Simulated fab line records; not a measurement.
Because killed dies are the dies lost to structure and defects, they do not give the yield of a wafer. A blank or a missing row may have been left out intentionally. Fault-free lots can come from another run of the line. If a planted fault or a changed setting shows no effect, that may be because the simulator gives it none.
A struck lot beside a sound one	flow nandHarc	40 out of 1302 route steps
Sound: wafers L719.1, L719.2, L719.4. Struck: wafer L723.1. (L723.2, L723.6 of the same lot were not struck and are left out.) The cause comes at the end.
For every step that has rows: the tool of each side, followed by ch and its chambers, followed by its first start. Under that, the readings that differ: sound wafers	struck wafers	difference of the means	sigmas: that difference in standard deviations of wafers without a fault.
alike: same words and numbers on both sides, and readings whose means sit less than 2 such deviations apart. not compared: any withheld reading, any reading some wafer has no value for, any bound like >300 that may hide the same value, and any number with overlapping values for which the record gives no deviation.
Wherever a step has rows on one side only, a row that says differs or no value, or a row with sigmas, the two part there. Numbers that don't overlap but have no deviation are shown without sigmas and don't part them. A reading missing from all wafers of one side parts the sides only when that side holds two or more wafers.

first, 1 step without rows for these wafers: NHARC_A_BONDPAD_HARDBAKE_10 (time 65 s).
NHARC_A_BONDPAD_DESCUM_11: chemistry O2, time 3 s.
  sound on rieDiel-04 ch 0,1,3, day 26 10:26; struck on rieDiel-09 ch 1, day 28 02:30
reading	sound	struck	difference	sigmas
rfHoursCounterH (h)	13 12 13	4	-9	
  alike: drypumpMotorCurrentA, oesProductAu, rfVppV, showerheadPlenumPTorr, throttleValvePct
then, 2 steps without rows for these wafers: NHARC_A_BONDPAD_ETCH_34 (etches the open film in N2/H2, target depth 60 nm, overetch 18 nm, time 65.91 s); NHARC_A_BONDPAD_ETCH_12 (etches the open film in CHF3/O2, target depth 220 nm, time 110 s).
NHARC_A_BONDPAD_CD_MEAS_13:
  sound on cdSem-02 at day 26 11:30; struck on cdSem-02 at day 28 02:49
  alike: cdNm
then, 3 steps without rows for these wafers: NHARC_A_BONDPAD_STRIP_15 (strips in O2); NHARC_A_BONDPAD_ETCH_24 (etches the open film in CF4/N2, target depth 30 nm, time 72.99 s); NHARC_A_BONDPAD_STRIP_16 (strips in post etch residue remover, time 600 s).
NHARC_A_BONDPAD_DEGAS_25: time 60 s.
  sound on pvdSputter-02 at day 26 12:45; struck on pvdSputter-02 at day 28 03:27
  alike: heaterPowerW, susceptorTempC
then, 3 steps without rows for these wafers: NHARC_A_BONDPAD_PRE_CLEAN_26 (time 30 s); NHARC_A_BONDPAD_PVD_17 (deposits TaN, target thk 5 nm, time 8.06 s); NHARC_A_BONDPAD_PVD_27 (deposits Cu, target thk 30 nm, time 20.49 s).
NHARC_A_BONDPAD_ECD_18: material Cu, target thk 400 nm.
  sound on ecdCu-02 ch 0,1, day 26 13:06; struck on ecdCu-01 ch 0,1, day 28 03:48
then, 1 step without rows for these wafers: NHARC_A_BONDPAD_ANNEAL_28 (time 90 s).
NHARC_A_BONDPAD_CMP_19: polishes, t overpolish 30 s, cu recess touch 16 s, target thk 169.82 nm.
  sound on cmp-01 ch 1,2,3, day 26 13:52; struck on cmp-01 ch 1, day 28 04:33
  alike: motorCurrentA, overpolishRunS, padLifeWafers
then, 1 step without rows for these wafers: NHARC_A_BONDPAD_SRD_21 (time 30 s, dry time 20 s).
NHARC_A_BONDPAD_INSPECT_23:
  sound on defectInspect-02 at day 26 14:21; struck on defectInspect-02 at day 28 05:02
  alike: rawDefectCount
then, 5 steps without rows for these wafers: NHARC_HYBRID_BOND_ACTIVATE_00 (chemistry N2, time 60 s); NHARC_HYBRID_BOND_PRECLEAN_01 (cleans in DIW, time 300 s); NHARC_HYBRID_BOND_SRD_02 (time 30 s, dry time 20 s); NHARC_HYBRID_BOND_BOND_03; NHARC_HYBRID_BOND_ANNEAL_04 (time 7200 s).
NHARC_HYBRID_BOND_OVL_MEAS_05:
  rows exist in the record for the sound wafers here (overlay-01, day 26 23:50), none for the struck ones
NHARC_HYBRID_BOND_INSPECT_06: inspects for defects (ir void).
  rows exist in the record for the sound wafers here (defectInspect-01, day 26 23:53), none for the struck ones
following that, these wafers have no rows for 1 step: NHARC_THIN_TSV_GRIND_00.
NHARC_THIN_TSV_CMP_01: polishes.
  the record has rows for the sound wafers here (cmp-04 ch 0,1,3, day 27 01:16) and none for the struck ones
NHARC_THIN_TSV_THK_MEAS_02: measures by ir.
  rows exist in the record for the sound wafers here (filmMetro-01, day 27 01:30), none for the struck ones
then, 3 steps without rows for these wafers: NHARC_THIN_TSV_SRD_03; NHARC_THIN_TSV_PRECLEAN_41 (cleans in SC1); NHARC_THIN_TSV_SRD_42.
NHARC_THIN_TSV_DEP_43: deposits SiO2, target thk 1328.5 nm.
  the record has rows for the sound wafers here (pecvd-03 ch 0,1, day 27 01:43) and none for the struck ones
then, 8 steps without rows for these wafers: NHARC_THIN_TSV_DEHYDRATE_04 (time 120 s); NHARC_THIN_TSV_HMDS_05 (time 30 s); NHARC_THIN_TSV_COAT_06; NHARC_THIN_TSV_SOFTBAKE_07 (time 95 s); NHARC_THIN_TSV_EBR_08; NHARC_THIN_TSV_EXPOSE_09 (exposes mask TSV); NHARC_THIN_TSV_PEB_10 (peb time 85 s); NHARC_THIN_TSV_DEVELOP_11 (time 70 s).
NHARC_END_SORT_01:
  only the struck wafers appear in the record here, on prober-02 ch 0 at day 29 10:29; the sound ones have no rows

## WHERE THEY PART
At NHARC_HYBRID_BOND_OVL_MEAS_05 first; at NHARC_END_SORT_01 last (within this record only).

WHY: what the simulator had put in
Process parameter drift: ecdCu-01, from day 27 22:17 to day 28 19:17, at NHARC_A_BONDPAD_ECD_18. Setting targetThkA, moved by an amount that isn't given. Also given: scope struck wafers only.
